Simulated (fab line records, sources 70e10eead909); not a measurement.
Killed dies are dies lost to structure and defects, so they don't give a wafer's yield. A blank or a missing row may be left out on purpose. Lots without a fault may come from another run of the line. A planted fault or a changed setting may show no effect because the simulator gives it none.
A struck lot beside a sound one | flow nand_harc | 15 steps out of a route of 1302
Sound: wafers L324.2, L324.3, L324.4. Struck: wafer L316.2. (L316.1, L316.5 of the same lot were not struck and are left out.) The cause comes at the end.
At each step with rows: each side's tool, then ch and its chambers, then its first start. Under that, the readings that differ: sound wafers | struck wafers | difference of the means | sigmas: that difference in standard deviations of wafers without a fault.
alike: readings whose means differ by less than 2 such deviations, and words and numbers that are the same on both sides. not compared: withheld readings, readings that some wafer has no value for, bounds like >300 that may hide the same value, and numbers for which the record gives no deviation and whose values overlap.
The two part at a step that has a row with sigmas, a row that says differs or no value, or rows on one side only. Numbers that don't overlap but have no deviation are shown without sigmas and don't part them. A reading that every wafer of one side lacks parts them only if that side has two wafers or more.

first, 6 steps without rows for these wafers: NHARC_A_CONTACT_COAT_63 (resist thk 90 nm); NHARC_A_CONTACT_SOFTBAKE_64 (time 55 s); NHARC_A_CONTACT_EBR_65; NHARC_A_CONTACT_EXPOSE_66 (exposes mask A CC 2); NHARC_A_CONTACT_PEB_67 (peb time 65 s); NHARC_A_CONTACT_DEVELOP_68 (develop time 35 s).
NHARC_A_CONTACT_CD_MEAS_69: target cd 300 nm.
  sound on cd_sem-01 ch 0, day 30 19:16; struck on cd_sem-01 ch 0, day 28 05:20
  alike: cd_nm
NHARC_A_CONTACT_OVL_MEAS_70:
  sound on overlay-01, day 30 19:21; struck on overlay-02, day 28 05:25
  alike: overlay_x_nm, overlay_y_nm
NHARC_A_CONTACT_INSPECT_71:
  sound on defect_inspect-02, day 30 19:23; struck on defect_inspect-02, day 28 05:27
  alike: raw_defect_count
NHARC_A_CONTACT_DESCUM_74: chemistry O2, time 3 s.
  sound on rie_diel-13 ch 0,2,3, day 30 19:27; struck on rie_diel-04 ch 1, day 28 05:32
  reading                | sound | struck | difference | sigmas
  rf_hours_counter_h (h) | 3 2 3 | 15     | +12        |
  alike: drypump_motor_current_A, o2_flow_sccm, oes_product_au, rf_vpp_V, showerhead_plenum_p_Torr, throttle_valve_pct
NHARC_A_CONTACT_ETCH_75: etches the open film in CF4, target depth 39 nm, time 65 s.
  sound on rie_diel-13 ch 1,2,3, day 30 19:32; struck on rie_diel-04 ch 1, day 28 05:37
  reading                | sound | struck | difference | sigmas
  rf_hours_counter_h (h) | 3 3 2 | 15     | +12        |
  alike: drypump_motor_current_A, oes_product_au, rf_vpp_V, run_length_s, showerhead_plenum_p_Torr, throttle_valve_pct
NHARC_A_CONTACT_ETCH_76: etches the open film in N2/H2, target depth 260 nm, time 475.3 s.
  sound on rie_diel-13 ch 0,2,3; struck on rie_diel-04 ch 0
  reading                         | sound             | struck | difference | sigmas
  rf_hours_counter_h (h)          | 3 2 3             | 19     | +16        |
  rf_vpp_V (V)                    | 431.8 425.8 428.2 | 436.0  | +7.4       | +3
  showerhead_plenum_p_Torr (Torr) | 2.08 1.90 1.91    | 2.21   | +0.25      | +2
  alike: drypump_motor_current_A, oes_product_au, run_length_s, throttle_valve_pct
NHARC_A_CONTACT_ETCH_77: etches the open film in CF4/CHF3, target depth 108.9 nm, time 54.5 s.
  sound on rie_diel-13 ch 0,2,3, day 30 19:59; struck on rie_diel-04 ch 0, day 28 06:02
  reading                         | sound             | struck | difference | sigmas
  rf_hours_counter_h (h)          | 3 3 2             | 19     | +16        |
  rf_vpp_V (V)                    | 366.5 371.1 367.3 | 375.0  | +6.7       | +3
  run_length_s (s)                | 76.0 75.4 75.9    | 61.4   | -14.4      | -45
  showerhead_plenum_p_Torr (Torr) | 1.48 1.60 1.47    | 1.69   | +0.17      | +2
  alike: drypump_motor_current_A, oes_product_au, throttle_valve_pct
NHARC_A_CONTACT_ETCH_78: etches the open film in O2/COS, target depth 5300 nm, time 1378 s.
  sound on rie_diel-13 ch 0,1,3; struck on rie_diel-04 ch 1
  reading                | sound | struck | difference | sigmas
  rf_hours_counter_h (h) | 2 3 3 | 16     | +13        |
  alike: drypump_motor_current_A, o2_flow_sccm, oes_product_au, rf_vpp_V, run_length_s, showerhead_plenum_p_Torr, throttle_valve_pct
-- the record jumps here: 2 days lie between the struck wafers' starts before and after (it left off in module A_CONTACT and takes up again in module END, whose first step shown is number 1302 of the route) --
NHARC_END_SORT_01:
  the record has rows for the struck wafers here (prober-01 ch 0, day 30 13:01) and none for the sound ones

WHERE THEY PART
First at NHARC_A_CONTACT_ETCH_76; last, within this record, at NHARC_END_SORT_01.

WHY: what the simulator had put in
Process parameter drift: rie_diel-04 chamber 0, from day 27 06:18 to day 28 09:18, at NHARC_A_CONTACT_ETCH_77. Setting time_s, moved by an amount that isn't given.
